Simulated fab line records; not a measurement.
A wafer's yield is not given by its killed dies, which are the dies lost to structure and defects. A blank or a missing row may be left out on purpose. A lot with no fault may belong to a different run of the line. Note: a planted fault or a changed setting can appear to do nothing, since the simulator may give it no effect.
Chamber matching -- flow n5Finfet -- N5_MOL_CONTACT_COAG_ETCH_124 on rieDiel-06 has 4 sister chambers
The step etches SiNx in CH3F/O2, stops on SiOC, target depth 6.5 nm. 4 wafers are shown with their chamber, then 7 later ones without.

## WAFERS, EACH WITH ITS CHAMBER
wafer,chamber,showerheadPlenumPTorr (Torr)
L079.3,3,1.99
L087.2,1,2.01
L091.1,0,1.94
L091.3,2,2.06

## WAFERS WITHOUT THEIR CHAMBER
wafer,showerheadPlenumPTorr (Torr)
L091.6,1.98
L092.1,1.94
L092.2,2.06
L092.4,1.98
L096.4,2.00
L096.5,1.98
L096.6,2.05

## WHICH CHAMBER EACH ONE RAN IN
wafer,from the rows above,in truth
L091.6,3,3
L092.1,0,0
L092.2,2,2
L092.4,3,3
L096.4,can't be placed: 1 or 3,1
L096.5,3,3
L096.6,2,2
Correctly placed: 6 of 7. Cannot be placed on the basis of these rows: 1; the candidates contain the true chamber in 1. Wrongly placed: 0.
How it was worked out, from the rows above alone: a wafer's distance from a chamber is the root of the sum, over the readings, of the square of ((its reading less the chamber's mean) divided by the reading's scatter). If the next closest chamber is less than 2 further off than the closest, the wafer can't be placed; otherwise it belongs to the closest. A chamber's mean is the mean of its shown wafers. The scatter: with one shown wafer a chamber, the root of the mean of the squares of how far each hidden wafer lies from its nearest shown one.
